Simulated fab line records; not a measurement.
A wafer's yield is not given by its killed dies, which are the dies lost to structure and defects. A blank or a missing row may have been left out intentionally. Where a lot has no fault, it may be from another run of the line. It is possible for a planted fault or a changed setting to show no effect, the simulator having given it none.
Which of the tools did it? :: flow nand-harc :: 33 wafers from 11 lots sampled at 5 of the route's 1159 steps

WHAT EACH GAUGE READ, for each wafer
NHARC_END_SORT_01. Usual: killed-at-array 24, standard deviation 7.4; killed-at-other 0.5, standard deviation 0.81; killed-at-periphery 3.4, standard deviation 2.3; killed-dies 28, standard deviation 8; killed-open 3.4, standard deviation 1.8; killed-short 2.0, standard deviation 1.4.
lot: L101
measured: day 23 19:01
on: prober-02
killed-at-array: 658 28 22
killed-at-other: 0 0 0
killed-at-periphery: 9 6 7
killed-dies: 667 34 29
killed-open: 3 4 3
killed-short: 2 3 0
flag: OFF

WHAT TOOL EACH LOT RAN ON (gives the tool, then ch and the chambers of the sampled wafers, and finally the start)
lot: L983
NHARC_A_CONTACT_ETCH_118: har-cap-etch-01 ch 0,1, day 16 12:41
NHARC_A_CONTACT_ETCH_96: rie-diel-12 ch 0,3, day 16 13:54
NHARC_A_CONTACT_ETCH_102: rie-diel-12 ch 0,1, day 16 14:16
NHARC_A_CONTACT_STRIP_55: rie-diel-12 ch 1,2,3, no start

lot: L984
NHARC_A_CONTACT_ETCH_118: har-cap-etch-02 ch 0,1, day 16 13:19
NHARC_A_CONTACT_ETCH_96: rie-diel-01 ch 0,1,2, day 16 14:38
NHARC_A_CONTACT_ETCH_102: rie-diel-12 ch 0,3, day 16 15:00
NHARC_A_CONTACT_STRIP_55: rie-diel-12 ch 0,1, no start

lot: L982
NHARC_A_CONTACT_ETCH_118: har-cap-etch-01 ch 0,1, day 16 16:49
NHARC_A_CONTACT_ETCH_96: rie-diel-12 ch 1,2, day 16 17:59
NHARC_A_CONTACT_ETCH_102: rie-diel-11 ch 0,1,2, day 16 19:45
NHARC_A_CONTACT_STRIP_55: rie-diel-11 ch 0,2,3, no start

lot: L987
NHARC_A_CONTACT_ETCH_118: har-cap-etch-02 ch 0,1, day 17 02:05
NHARC_A_CONTACT_ETCH_96: rie-diel-11 ch 0,3, day 17 03:31
NHARC_A_CONTACT_ETCH_102: rie-diel-11 ch 2,3, day 17 04:01
NHARC_A_CONTACT_STRIP_55: rie-diel-11 ch 0,2, no start

lot: L988
NHARC_A_CONTACT_ETCH_118: har-cap-etch-01 ch 0,1, day 17 06:35
NHARC_A_CONTACT_ETCH_96: rie-diel-01 ch 0,3, day 17 08:01
NHARC_A_CONTACT_ETCH_102: rie-diel-11 ch 2,3, day 17 08:27
NHARC_A_CONTACT_STRIP_55: rie-diel-11 ch 0,3, no start

lot: L989
NHARC_A_CONTACT_ETCH_118: har-cap-etch-02 ch 0,1, day 18 00:44
NHARC_A_CONTACT_ETCH_96: rie-diel-01 ch 2,3, day 18 02:12
NHARC_A_CONTACT_ETCH_102: rie-diel-11 ch 0,1, day 18 02:34
NHARC_A_CONTACT_STRIP_55: rie-diel-11 ch 0,2,3, no start

lot: L998
NHARC_A_CONTACT_ETCH_118: har-cap-etch-01 ch 0,1, day 20 08:01
NHARC_A_CONTACT_ETCH_96: rie-diel-01 ch 0,1,3, day 20 09:11
NHARC_A_CONTACT_ETCH_102: rie-diel-01 ch 0,1,2, day 20 09:36
NHARC_A_CONTACT_STRIP_55: rie-diel-01 ch 1,3, no start

lot: L101
NHARC_A_CONTACT_ETCH_118: har-cap-etch-03 ch 0,1, day 20 16:22
NHARC_A_CONTACT_ETCH_96: rie-diel-01 ch 0,1,2, day 20 17:35
NHARC_A_CONTACT_ETCH_102: rie-diel-11 ch 0,1, day 20 18:01
NHARC_A_CONTACT_STRIP_55: rie-diel-11 ch 0,1,2, day 23 19:01 or earlier

lot: L102
NHARC_A_CONTACT_ETCH_118: har-cap-etch-03 ch 0,1, day 20 22:22
NHARC_A_CONTACT_ETCH_96: rie-diel-11 ch 0,2,3, day 20 23:34
NHARC_A_CONTACT_ETCH_102: rie-diel-11 ch 0,1,2, day 20 23:56
NHARC_A_CONTACT_STRIP_55: rie-diel-11 ch 2,3, no start

lot: L103
NHARC_A_CONTACT_ETCH_118: har-cap-etch-01 ch 0,1, day 21 05:43
NHARC_A_CONTACT_ETCH_96: rie-diel-11 ch 2,3, day 21 06:52
NHARC_A_CONTACT_ETCH_102: rie-diel-11 ch 0,1,2, day 21 07:15
NHARC_A_CONTACT_STRIP_55: rie-diel-11 ch 0,1,2, no start

lot: L105
NHARC_A_CONTACT_ETCH_118: har-cap-etch-03 ch 0, day 22 08:04
NHARC_A_CONTACT_ETCH_96: rie-diel-11 ch 0,2,3, day 22 09:16
NHARC_A_CONTACT_ETCH_102: rie-diel-01 ch 1,3, day 22 09:38
NHARC_A_CONTACT_STRIP_55: rie-diel-01 ch 0,3, no start
- NHARC_A_CONTACT_ETCH_118: etches the open film in C4F8/O2/Ar, time 94 s, target depth 922 nm.
- NHARC_A_CONTACT_ETCH_96: etches the open film in C4F6/O2, target depth 20 nm, time 10 s.
- NHARC_A_CONTACT_ETCH_102: etches the open film in CF4/O2, target depth 70 nm, overetch 7 nm, time 38.5 s.
- NHARC_A_CONTACT_STRIP_55: strips in O2.

WHAT THE TOOLS THEMSELVES READ (means of the sampled wafers that have a number; where no wafer has one, the mark that the record gives instead)
NHARC_A_CONTACT_ETCH_118. Usual: chamber-pressure-mTorr 19.999 mTorr, standard deviation 0.018.
lot: L983
tool: har-cap-etch-01
chamber-pressure-mTorr (mTorr): 20.006
flag: 

lot: L984
tool: har-cap-etch-02
chamber-pressure-mTorr (mTorr): 20.013
flag: 

lot: L982
tool: har-cap-etch-01
chamber-pressure-mTorr (mTorr): 20.023
flag: 

lot: L987
tool: har-cap-etch-02
chamber-pressure-mTorr (mTorr): 19.989
flag: 

lot: L988
tool: har-cap-etch-01
chamber-pressure-mTorr (mTorr): 19.997
flag: 

lot: L989
tool: har-cap-etch-02
chamber-pressure-mTorr (mTorr): 20.009
flag: 

lot: L998
tool: har-cap-etch-01
chamber-pressure-mTorr (mTorr): 19.985
flag: 

lot: L101
tool: har-cap-etch-03
chamber-pressure-mTorr (mTorr): 20.003
flag: 

lot: L102
tool: har-cap-etch-03
chamber-pressure-mTorr (mTorr): 19.997
flag: 

lot: L103
tool: har-cap-etch-01
chamber-pressure-mTorr (mTorr): 19.998
flag: 

lot: L105
tool: har-cap-etch-03
chamber-pressure-mTorr (mTorr): 20.026
flag: 

NHARC_A_CONTACT_ETCH_96. Usual: chamber-pressure-mTorr is 29.999 mTorr with standard deviation 0.025, drypump-motor-current-A is 5.8 A with standard deviation 0.44, oes-product-au is 0.962 a.u. with standard deviation 0.024, rf-vpp-V is 548 V with standard deviation 3.6, run-length-s is 31.0 s with standard deviation 0.4, showerhead-plenum-p-Torr is 3.97 Torr with standard deviation 0.17, and throttle-valve-pct is 26.903 % with standard deviation 0.0091.
lot: L983
tool: rie-diel-12
chamber-pressure-mTorr (mTorr): 30.001
drypump-motor-current-A (A): 5.5
oes-product-au (a.u.): 0.948
rf-vpp-V (V): 552
run-length-s (s): 31.1
showerhead-plenum-p-Torr (Torr): 4.19
throttle-valve-pct (%): 26.899
flag: 

lot: L984
tool: rie-diel-01
chamber-pressure-mTorr (mTorr): 29.998
drypump-motor-current-A (A): 6.2
oes-product-au (a.u.): 0.977
rf-vpp-V (V): 545
run-length-s (s): 30.8
showerhead-plenum-p-Torr (Torr): 3.83
throttle-valve-pct (%): 26.901
flag: 

lot: L982
tool: rie-diel-12
chamber-pressure-mTorr (mTorr): 29.979
drypump-motor-current-A (A): 5.0
oes-product-au (a.u.): 0.944
rf-vpp-V (V): 545
run-length-s (s): 31.3
showerhead-plenum-p-Torr (Torr): 3.79
throttle-valve-pct (%): 26.909
flag: 

lot: L987
tool: rie-diel-11
chamber-pressure-mTorr (mTorr): 29.984
drypump-motor-current-A (A): 5.7
oes-product-au (a.u.): 0.973
rf-vpp-V (V): 549
run-length-s (s): 30.7
showerhead-plenum-p-Torr (Torr): 4.06
throttle-valve-pct (%): 26.906
flag: 

lot: L988
tool: rie-diel-01
chamber-pressure-mTorr (mTorr): 30.011
drypump-motor-current-A (A): 6.4
oes-product-au (a.u.): 0.992
rf-vpp-V (V): 543
run-length-s (s): 31.6
showerhead-plenum-p-Torr (Torr): 3.79
throttle-valve-pct (%): 26.903
flag: 

lot: L989
tool: rie-diel-01
chamber-pressure-mTorr (mTorr): 30.021
drypump-motor-current-A (A): 6.4
oes-product-au (a.u.): 1.008
rf-vpp-V (V): 549
run-length-s (s): 31.1
showerhead-plenum-p-Torr (Torr): 4.01
throttle-valve-pct (%): 26.900
flag: 

lot: L998
tool: rie-diel-01
chamber-pressure-mTorr (mTorr): 30.003
drypump-motor-current-A (A): 6.1
oes-product-au (a.u.): 0.945
rf-vpp-V (V): 545
run-length-s (s): 31.1
showerhead-plenum-p-Torr (Torr): 3.87
throttle-valve-pct (%): 26.908
flag: 

lot: L101
tool: rie-diel-01
chamber-pressure-mTorr (mTorr): 29.969
drypump-motor-current-A (A): 6.2
oes-product-au (a.u.): 0.959
rf-vpp-V (V): 545
run-length-s (s): 29.9
showerhead-plenum-p-Torr (Torr): 3.81
throttle-valve-pct (%): 26.893
flag: 

lot: L102
tool: rie-diel-11
chamber-pressure-mTorr (mTorr): 29.996
drypump-motor-current-A (A): 5.7
oes-product-au (a.u.): 0.944
rf-vpp-V (V): 547
run-length-s (s): 30.5
showerhead-plenum-p-Torr (Torr): 3.92
throttle-valve-pct (%): 26.900
flag: 

lot: L103
tool: rie-diel-11
chamber-pressure-mTorr (mTorr): 29.977
drypump-motor-current-A (A): 5.8
oes-product-au (a.u.): 0.996
rf-vpp-V (V): 546
run-length-s (s): 30.9
showerhead-plenum-p-Torr (Torr): 3.87
throttle-valve-pct (%): 26.898
flag: 

lot: L105
tool: rie-diel-11
chamber-pressure-mTorr (mTorr): 30.003
drypump-motor-current-A (A): 5.7
oes-product-au (a.u.): 0.968
rf-vpp-V (V): 547
run-length-s (s): 30.6
showerhead-plenum-p-Torr (Torr): 3.92
throttle-valve-pct (%): 26.902
flag: 

NHARC_A_CONTACT_ETCH_102. Usual: chamber-pressure-mTorr is 30.000 mTorr with standard deviation 0.029, drypump-motor-current-A is 5.7 A with standard deviation 0.35, oes-product-au is 1.001 a.u. with standard deviation 0.0062, rf-vpp-V is 198.3 V with standard deviation 1.5, run-length-s is 59.7 s with standard deviation 0.49, showerhead-plenum-p-Torr is 1.36 Torr with standard deviation 0.064, and throttle-valve-pct is 13.398 % with standard deviation 0.0088.
lot: L983
tool: rie-diel-12
chamber-pressure-mTorr (mTorr): 30.013
drypump-motor-current-A (A): 5.3
oes-product-au (a.u.): 1.003
rf-vpp-V (V): 199.4
run-length-s (s): 60.1
showerhead-plenum-p-Torr (Torr): 1.40
throttle-valve-pct (%): 13.385
flag: 

lot: L984
tool: rie-diel-12
chamber-pressure-mTorr (mTorr): 29.977
drypump-motor-current-A (A): 5.5
oes-product-au (a.u.): 0.998
rf-vpp-V (V): 200.1
run-length-s (s): 60.0
showerhead-plenum-p-Torr (Torr): 1.43
throttle-valve-pct (%): 13.396
flag: 

lot: L982
tool: rie-diel-11
chamber-pressure-mTorr (mTorr): 30.019
drypump-motor-current-A (A): 5.7
oes-product-au (a.u.): 0.997
rf-vpp-V (V): 198.7
run-length-s (s): 59.8
showerhead-plenum-p-Torr (Torr): 1.36
throttle-valve-pct (%): 13.393
flag: 

lot: L987
tool: rie-diel-11
chamber-pressure-mTorr (mTorr): 29.985
drypump-motor-current-A (A): 5.8
oes-product-au (a.u.): 0.997
rf-vpp-V (V): 198.2
run-length-s (s): 59.4
showerhead-plenum-p-Torr (Torr): 1.29
throttle-valve-pct (%): 13.391
flag: 

lot: L988
tool: rie-diel-11
chamber-pressure-mTorr (mTorr): 30.006
drypump-motor-current-A (A): 5.8
oes-product-au (a.u.): 0.996
rf-vpp-V (V): 197.8
run-length-s (s): 59.5
showerhead-plenum-p-Torr (Torr): 1.32
throttle-valve-pct (%): 13.399
flag: 

lot: L989
tool: rie-diel-11
chamber-pressure-mTorr (mTorr): 29.997
drypump-motor-current-A (A): 5.6
oes-product-au (a.u.): 1.003
rf-vpp-V (V): 199.4
run-length-s (s): 59.9
showerhead-plenum-p-Torr (Torr): 1.40
throttle-valve-pct (%): 13.404
flag: 

lot: L998
tool: rie-diel-01
chamber-pressure-mTorr (mTorr): 30.011
drypump-motor-current-A (A): 6.2
oes-product-au (a.u.): 1.002
rf-vpp-V (V): 196.8
run-length-s (s): 59.8
showerhead-plenum-p-Torr (Torr): 1.30
throttle-valve-pct (%): 13.396
flag: 

lot: L101
tool: rie-diel-11
chamber-pressure-mTorr (mTorr): 30.001
drypump-motor-current-A (A): 5.6
oes-product-au (a.u.): 1.009
rf-vpp-V (V): 199.9
run-length-s (s): 59.6
showerhead-plenum-p-Torr (Torr): 1.40
throttle-valve-pct (%): 13.394
flag: 

lot: L102
tool: rie-diel-11
chamber-pressure-mTorr (mTorr): 30.019
drypump-motor-current-A (A): 5.6
oes-product-au (a.u.): 1.004
rf-vpp-V (V): 198.3
run-length-s (s): 59.8
showerhead-plenum-p-Torr (Torr): 1.36
throttle-valve-pct (%): 13.400
flag: 

lot: L103
tool: rie-diel-11
chamber-pressure-mTorr (mTorr): 29.985
drypump-motor-current-A (A): 5.7
oes-product-au (a.u.): 1.011
rf-vpp-V (V): 198.8
run-length-s (s): 59.5
showerhead-plenum-p-Torr (Torr): 1.36
throttle-valve-pct (%): 13.396
flag: 

lot: L105
tool: rie-diel-01
chamber-pressure-mTorr (mTorr): 29.982
drypump-motor-current-A (A): 5.9
oes-product-au (a.u.): 1.000
rf-vpp-V (V): 198.3
run-length-s (s): 59.6
showerhead-plenum-p-Torr (Torr): 1.35
throttle-valve-pct (%): 13.394
flag: 

NHARC_A_CONTACT_STRIP_55. Usual: chamber-pressure-mTorr 59.99 mTorr, standard deviation 0.06; drypump-motor-current-A 5.7 A, standard deviation 0.34; oes-product-au 0.999 a.u., standard deviation 0.0064; rf-vpp-V 57.9 V, standard deviation 0.97; showerhead-plenum-p-Torr 3.58 Torr, standard deviation 0.16; throttle-valve-pct 17.036 %, standard deviation 0.0094.
lot: L983
tool: rie-diel-12
chamber-pressure-mTorr (mTorr): 59.98
drypump-motor-current-A (A): 5.2
oes-product-au (a.u.): 0.987
rf-vpp-V (V): 57.5
showerhead-plenum-p-Torr (Torr): 3.57
throttle-valve-pct (%): 17.042
flag: 

lot: L984
tool: rie-diel-12
chamber-pressure-mTorr (mTorr): 60.01
drypump-motor-current-A (A): 5.5
oes-product-au (a.u.): 0.997
rf-vpp-V (V): 59.0
showerhead-plenum-p-Torr (Torr): 3.74
throttle-valve-pct (%): 17.035
flag: 

lot: L982
tool: rie-diel-11
chamber-pressure-mTorr (mTorr): 59.89
drypump-motor-current-A (A): 5.7
oes-product-au (a.u.): 1.002
rf-vpp-V (V): 57.7
showerhead-plenum-p-Torr (Torr): 3.54
throttle-valve-pct (%): 17.034
flag: 

lot: L987
tool: rie-diel-11
chamber-pressure-mTorr (mTorr): 59.98
drypump-motor-current-A (A): 5.7
oes-product-au (a.u.): 1.000
rf-vpp-V (V): 57.7
showerhead-plenum-p-Torr (Torr): 3.58
throttle-valve-pct (%): 17.034
flag: 

lot: L988
tool: rie-diel-11
chamber-pressure-mTorr (mTorr): 60.01
drypump-motor-current-A (A): 5.7
oes-product-au (a.u.): 1.006
rf-vpp-V (V): 57.0
showerhead-plenum-p-Torr (Torr): 3.61
throttle-valve-pct (%): 17.025
flag: 

lot: L989
tool: rie-diel-11
chamber-pressure-mTorr (mTorr): 59.96
drypump-motor-current-A (A): 5.7
oes-product-au (a.u.): 0.998
rf-vpp-V (V): 56.8
showerhead-plenum-p-Torr (Torr): 3.53
throttle-valve-pct (%): 17.034
flag: 

lot: L998
tool: rie-diel-01
chamber-pressure-mTorr (mTorr): 60.07
drypump-motor-current-A (A): 6.1
oes-product-au (a.u.): 1.004
rf-vpp-V (V): 57.8
showerhead-plenum-p-Torr (Torr): 3.61
throttle-valve-pct (%): 17.037
flag: 

lot: L101
tool: rie-diel-11
chamber-pressure-mTorr (mTorr): 60.03
drypump-motor-current-A (A): 5.7
oes-product-au (a.u.): 0.994
rf-vpp-V (V): 58.5
showerhead-plenum-p-Torr (Torr): 3.58
throttle-valve-pct (%): 17.030
flag: 

lot: L102
tool: rie-diel-11
chamber-pressure-mTorr (mTorr): 60.00
drypump-motor-current-A (A): 5.8
oes-product-au (a.u.): 1.000
rf-vpp-V (V): 58.5
showerhead-plenum-p-Torr (Torr): 3.48
throttle-valve-pct (%): 17.038
flag: 

lot: L103
tool: rie-diel-11
chamber-pressure-mTorr (mTorr): 59.97
drypump-motor-current-A (A): 5.7
oes-product-au (a.u.): 1.007
rf-vpp-V (V): 57.2
showerhead-plenum-p-Torr (Torr): 3.58
throttle-valve-pct (%): 17.032
flag: 

lot: L105
tool: rie-diel-01
chamber-pressure-mTorr (mTorr): 60.02
drypump-motor-current-A (A): 6.3
oes-product-au (a.u.): 0.999
rf-vpp-V (V): 58.7
showerhead-plenum-p-Torr (Torr): 3.75
throttle-valve-pct (%): 17.044
flag: 

THE ANSWER, worked out from the rows above alone
Rule: a lot counts as off when the mean over its wafers that have a number is more than 3 standard deviations away from the usual mean. Also off: a lot with no number at a reading for which 4 or more lots have one. Any other lot the step has rows for is counted as sound. After the gauges, taken in route order, come the tools' own readings; for these a lot's mean is taken, as printed above. The first step at which some lot is off is used, and at that step the reading that is off furthest; a lot without a number counts as furthest.
Off: L101 (NHARC_END_SORT_01, killed-at-array). Neither off nor sound, because the step has no rows for them: L983, L984, L982, L987, L988, L989, L998, L102, L103, L105.
If a tool, at a process step before that reading, ran all the lots that are off and no sound lot after the first of them, it fits. The gauges at NHARC_END_SORT_01 are tried like those tools. Because NHARC_A_CONTACT_STRIP_55 lacks a start for some lots, the hours and order of its lots are taken from NHARC_END_SORT_01. Can't be told from this: 4 tools fit, har-cap-etch-03 at NHARC_A_CONTACT_ETCH_118, rie-diel-01 at NHARC_A_CONTACT_ETCH_96, rie-diel-11 at NHARC_A_CONTACT_ETCH_102 and NHARC_A_CONTACT_STRIP_55, prober-02 at NHARC_END_SORT_01.

WHAT THE SIMULATOR PUT IN
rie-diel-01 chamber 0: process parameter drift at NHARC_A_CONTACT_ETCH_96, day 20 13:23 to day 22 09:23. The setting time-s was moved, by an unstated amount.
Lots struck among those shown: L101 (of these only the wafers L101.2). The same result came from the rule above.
